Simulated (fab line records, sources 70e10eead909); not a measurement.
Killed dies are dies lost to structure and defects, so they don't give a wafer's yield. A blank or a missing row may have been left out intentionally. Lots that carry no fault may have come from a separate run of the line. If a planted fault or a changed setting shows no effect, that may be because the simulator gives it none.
Which tool was responsible? || flow nand_harc || at 1 step of a route of 1302, 12 lots with 36 wafers sampled

== WHAT THE GAUGES READ, wafer by wafer ==
NHARC_A_ONON_D2_THK_MEAS_30: measures by ellipsometry.
{"lot": "L075", "measured": "day 13 04:32", "on": "film_metro-02", "thk_nm (nm)": "1009 1009 1007"}
{"lot": "L077", "measured": "day 14 09:11", "on": "film_metro-01", "thk_nm (nm)": "1000 1000 997"}
{"lot": "L080", "measured": "day 15 02:07", "on": "film_metro-02", "thk_nm (nm)": "1010 1011 1013"}
{"lot": "L081", "measured": "day 15 23:14", "on": "film_metro-02", "thk_nm (nm)": "1011 1010 1009"}
{"lot": "L083", "measured": "day 16 08:59", "on": "film_metro-02", "thk_nm (nm)": "1010 1011 1012"}
{"lot": "L085", "measured": "day 17 06:50", "on": "film_metro-01", "thk_nm (nm)": "992 993 995"}
{"lot": "L087", "measured": "day 18 05:46", "on": "film_metro-02", "thk_nm (nm)": "969 967 968"}
{"lot": "L089", "measured": "day 19 02:37", "on": "film_metro-02", "thk_nm (nm)": "996 998 996"}
{"lot": "L091", "measured": "day 20 00:23", "on": "film_metro-02", "thk_nm (nm)": "1001 1000 1000"}
{"lot": "L092", "measured": "day 20 16:50", "on": "film_metro-02", "thk_nm (nm)": "993 995 993"}
{"lot": "L095", "measured": "day 21 17:01", "on": "film_metro-01", "thk_nm (nm)": "983 985 984"}
{"lot": "L097", "measured": "day 22 07:50", "on": "film_metro-01", "thk_nm (nm)": "990 992 990"}

== TOOL THAT RAN EACH LOT (tool first, then ch and the chambers of the sampled wafers, then the start) ==
There is no process step in the record ahead of these readings.

== THE ANSWER, worked out from the rows above alone ==
Rule: what is usual is taken from the lots themselves. The widest of any qualifying gaps counts: lots, ordered by their means at a reading, are off when they make up no more than a third of the lots, leave a main group of 4 or more, and stand apart from it by 3 or more times the standard deviation of that group's means. If all means in a main group match to the digits the tables above print for the reading, that group is not used. A lot without any number at a reading at which 4 lots or more have one is off too. All remaining lots with rows at the step are treated as sound.
Nothing can be told from this: no lot is off at any reading shown.

== WHAT HAD BEEN PUT IN BY THE SIMULATOR ==
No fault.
